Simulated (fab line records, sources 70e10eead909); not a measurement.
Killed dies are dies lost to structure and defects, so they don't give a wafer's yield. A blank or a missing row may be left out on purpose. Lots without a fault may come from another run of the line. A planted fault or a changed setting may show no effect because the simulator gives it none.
A struck lot beside a sound one | flow nand_harc | 25 steps out of a route of 1302
Sound: wafers L483.1, L483.2, L483.4. Struck: wafers L488.1, L488.2, L488.6. The cause comes at the end.
At each step with rows: each side's tool, then ch and its chambers, then its first start. Under that, the readings that differ: sound wafers | struck wafers | difference of the means | sigmas: that difference in standard deviations of wafers without a fault.
alike: readings whose means differ by less than 2 such deviations, and words and numbers that are the same on both sides. not compared: withheld readings, readings that some wafer has no value for, bounds like >300 that may hide the same value, and numbers for which the record gives no deviation and whose values overlap.
The two part at a step that has a row with sigmas, a row that says differs or no value, or rows on one side only. Numbers that don't overlap but have no deviation are shown without sigmas and don't part them. A reading that every wafer of one side lacks parts them only if that side has two wafers or more.

NHARC_P_CONTACT_DEP_30: deposits SiNx, target thk 30 nm.
  sound on pecvd-03 ch 0,1,2, day 7 18:38; struck on pecvd-03 ch 0,2, day 10 11:37
  alike: heater_power_outer_w, heater_power_w
NHARC_P_CONTACT_DEP_00: deposits SiO2, target thk 500 nm.
  sound on pecvd-03 ch 0,1,2; struck on pecvd-03 ch 0,2
  alike: heater_power_outer_w, heater_power_w, throttle_valve_pct
NHARC_P_CONTACT_CMP_01: polishes SiO2, target thk 200 nm.
  sound on cmp-04 ch 0,1,3, day 7 19:22; struck on cmp-03 ch 0,1,2, day 10 12:22
  alike: motor_current_A
then, 8 steps without rows for these wafers: NHARC_P_CONTACT_SRD_03; NHARC_P_CONTACT_DEHYDRATE_04 (time 120 s); NHARC_P_CONTACT_HMDS_05 (time 30 s); NHARC_P_CONTACT_COAT_33 (time 75 s); NHARC_P_CONTACT_COAT_34 (time 65 s); NHARC_P_CONTACT_COAT_06 (resist thk 90 nm); NHARC_P_CONTACT_SOFTBAKE_07 (time 55 s); NHARC_P_CONTACT_EBR_08.
NHARC_P_CONTACT_EXPOSE_09: exposes mask P CA, target cd 90 nm.
  sound on arfi_scanner-03 ch 0, day 7 20:03; struck on arfi_scanner-03 ch 0, day 10 13:01
  reading | sound                | struck                        | difference | sigmas
  mask    | P_CA#0 P_CA#0 P_CA#0 | P_CA_R1#0 P_CA_R1#0 P_CA_R1#0 | differs    |
then, 2 steps without rows for these wafers: NHARC_P_CONTACT_PEB_10 (peb time 65 s); NHARC_P_CONTACT_DEVELOP_11 (develop time 35 s).
NHARC_P_CONTACT_CD_MEAS_12: target cd 90 nm.
  sound on cd_sem-02 ch 0, day 7 20:11; struck on cd_sem-01 ch 0, day 10 13:09
  reading    | sound          | struck         | difference | sigmas
  cd_nm (nm) | 90.3 89.3 89.7 | 66.1 65.5 65.8 | -24.0      | -40
NHARC_P_CONTACT_OVL_MEAS_13:
  sound on overlay-02, day 7 20:17; struck on overlay-01, day 10 13:14
  alike: overlay_x_nm, overlay_y_nm
NHARC_P_CONTACT_INSPECT_14:
  sound on defect_inspect-01, day 7 20:19; struck on defect_inspect-01, day 10 13:16
  reading          | sound  | struck | difference | sigmas
  raw_defect_count | 4 11 8 | 2 0 6  | -5         | -2
NHARC_P_CONTACT_DESCUM_17: chemistry O2, time 3 s.
  sound on rie_diel-04 ch 0,1,2, day 7 20:22; struck on rie_diel-05 ch 0,2, day 10 13:20
  reading                    | sound             | struck            | difference | sigmas
  model.P_CONTACT.cd_nm (nm) | 89.12 88.33 89.45 | 65.12 65.86 66.11 | -23.27     |
  alike: drypump_motor_current_A, oes_product_au, rf_vpp_V, showerhead_plenum_p_Torr, throttle_valve_pct
  not compared: rf_hours_counter_h
NHARC_P_CONTACT_ETCH_35: etches the open film in CF4, target depth 39 nm, time 65 s.
  sound on rie_diel-04 ch 0,1,3, day 7 20:28; struck on rie_diel-05 ch 1,2, day 10 13:25
  reading                         | sound          | struck         | difference | sigmas
  showerhead_plenum_p_Torr (Torr) | 1.82 1.82 1.87 | 1.74 1.69 1.69 | -0.13      | -2
  alike: cf4_flow_sccm, drypump_motor_current_A, oes_product_au, rf_vpp_V, throttle_valve_pct
  not compared: rf_hours_counter_h
then, 1 step without rows for these wafers: NHARC_P_CONTACT_ETCH_36 (etches the open film in N2/H2, target depth 260 nm, time 406.25 s).
NHARC_P_CONTACT_ETCH_18: etches the open film in C4F8/O2/Ar, target depth 481 nm, time 240.5 s.
  sound on rie_diel-04 ch 0,1,3; struck on rie_diel-04 ch 1,2,3, day 10 13:50
  alike: oes_product_au, rf_vpp_V
  not compared: rf_hours_counter_h
then, 1 step without rows for these wafers: NHARC_P_CONTACT_STRIP_37 (strips in C4F8/O2/Ar).
NHARC_P_CONTACT_ETCH_31: etches the open film in CH3F/O2, target depth 30 nm, time 85.7 s.
  sound on rie_diel-04 ch 0,1,3; struck on rie_diel-12 ch 0,3, day 10 14:08
  reading                    | sound             | struck          | difference | sigmas
  model.P_CONTACT.cd_nm (nm) | 90.79 87.53 89.21 | 64.9 67.2 66.79 | -22.9      |
  alike: drypump_motor_current_A, oes_product_au, rf_vpp_V, showerhead_plenum_p_Torr, throttle_valve_pct
  not compared: rf_hours_counter_h
NHARC_P_CONTACT_CD_MEAS_19:
  sound on cd_sem-01, day 7 21:14; struck on cd_sem-02, day 10 14:16
  reading    | sound          | struck         | difference | sigmas
  cd_nm (nm) | 91.0 87.7 89.3 | 64.9 67.3 67.0 | -22.9      | -14
-- the record jumps here: 18 days lie between the struck wafers' starts before and after (it left off in module P_CONTACT and takes up again in module END, whose first step shown is number 1302 of the route) --
NHARC_END_SORT_01:
  the record has rows for the struck wafers here (prober-01 ch 0, day 28 23:27) and none for the sound ones

WHERE THEY PART
First at NHARC_P_CONTACT_EXPOSE_09; last, within this record, at NHARC_END_SORT_01.

WHY: what the simulator had put in
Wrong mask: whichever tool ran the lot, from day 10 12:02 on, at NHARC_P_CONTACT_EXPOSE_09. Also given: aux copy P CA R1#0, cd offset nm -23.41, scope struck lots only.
